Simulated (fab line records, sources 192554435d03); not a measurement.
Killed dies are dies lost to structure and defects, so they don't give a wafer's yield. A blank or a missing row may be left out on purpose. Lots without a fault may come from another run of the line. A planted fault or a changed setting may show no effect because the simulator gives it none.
Chamber matching | flow n5_finfet | N5_BEOL_M0_SAQP_ILD_DEP_01 on pecvd-03: 3 sister chambers
The step deposits SiOC from DEMS/O2, target thk 45.419 nm, time 8.7 s. 19 wafers are shown with their chamber, then 9 later ones without.

WAFERS WITH THEIR CHAMBER
wafer  | chamber | throttle_valve_pct (%) | showerhead_plenum_p_Torr (Torr) | heater_power_w (W)
L635.1 | 2       | 11.0                   | 5.698                           | 530
L635.5 | 0       | 12.4                   | 5.686                           | 455
L642.3 | 2       | 11.2                   | 5.713                           | 469
L642.5 | 2       | 11.2                   | 5.711                           | 487
L645.1 | 1       | 11.7                   | 5.693                           | 526
L645.2 | 0       | 12.3                   | 5.688                           | 549
L645.4 | 1       | 11.8                   | 5.684                           | 536
L646.1 | 0       | 12.4                   | 5.702                           | 479
L646.2 | 2       | 11.3                   | 5.719                           | 482
L646.3 | 1       | 11.8                   | 5.687                           | 493
L648.1 | 1       | 12.2                   | 5.688                           | 487
L648.3 | 2       | 11.1                   | 5.702                           | 456
L648.5 | 1       | 11.8                   | 5.690                           | 469
L651.3 | 0       | 12.7                   | 5.691                           | 475
L651.4 | 1       | 11.9                   | 5.679                           | 506
L651.5 | 0       | 12.8                   | 5.696                           | 487
L652.1 | 0       | 12.4                   | 5.702                           | 452
L652.3 | 1       | 11.8                   | 5.683                           | 523
L652.5 | 1       | 11.9                   | 5.692                           | 515

SIGNATURES (means of the wafers above)
reading                  | chamber 0 | chamber 1 | chamber 2 | scatter within a chamber
throttle_valve_pct       | 12.500    | 11.863    | 11.160    | 0.16
showerhead_plenum_p_Torr | 5.69417   | 5.68700   | 5.70860   | 0.00657
heater_power_w           | 482.83    | 506.88    | 484.80    | 28.4
Rule: a wafer's distance from a chamber is the root of the sum, over the readings, of the square of ((its reading less the chamber's mean) divided by the reading's scatter). The wafer belongs to the nearest chamber; if the next one is less than 2 further off, it can't be placed. The scatter: the root of (the sum of the squares of (reading less its chamber's mean) over the shown wafers, divided by (wafers less chambers)).

WAFERS WITHOUT THEIR CHAMBER
wafer  | throttle_valve_pct (%) | showerhead_plenum_p_Torr (Torr) | heater_power_w (W)
L653.1 | 11.8                   | 5.691                           | 540
L653.2 | 11.2                   | 5.705                           | 503
L653.3 | 12.8                   | 5.703                           | 485
L654.2 | 11.2                   | 5.711                           | 455
L654.4 | 12.5                   | 5.694                           | 530
L654.6 | 11.0                   | 5.701                           | 461
L656.1 | 11.1                   | 5.703                           | 472
L656.5 | 11.2                   | 5.692                           | 471
L656.6 | 12.7                   | 5.703                           | 481

WHICH CHAMBER EACH WENT THROUGH
wafer  | from the rows above     | in truth
L653.1 | 1                       | 1
L653.2 | 2                       | 2
L653.3 | 0                       | 0
L654.2 | 2                       | 2
L654.4 | 0                       | 0
L654.6 | 2                       | 2
L656.1 | 2                       | 2
L656.5 | can't be placed: 2 or 1 | 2
L656.6 | 0                       | 0
Placed correctly: 8 of 9. Can't be placed from these rows: 1 (the true chamber is among the candidates in 1). Placed wrongly: 0.
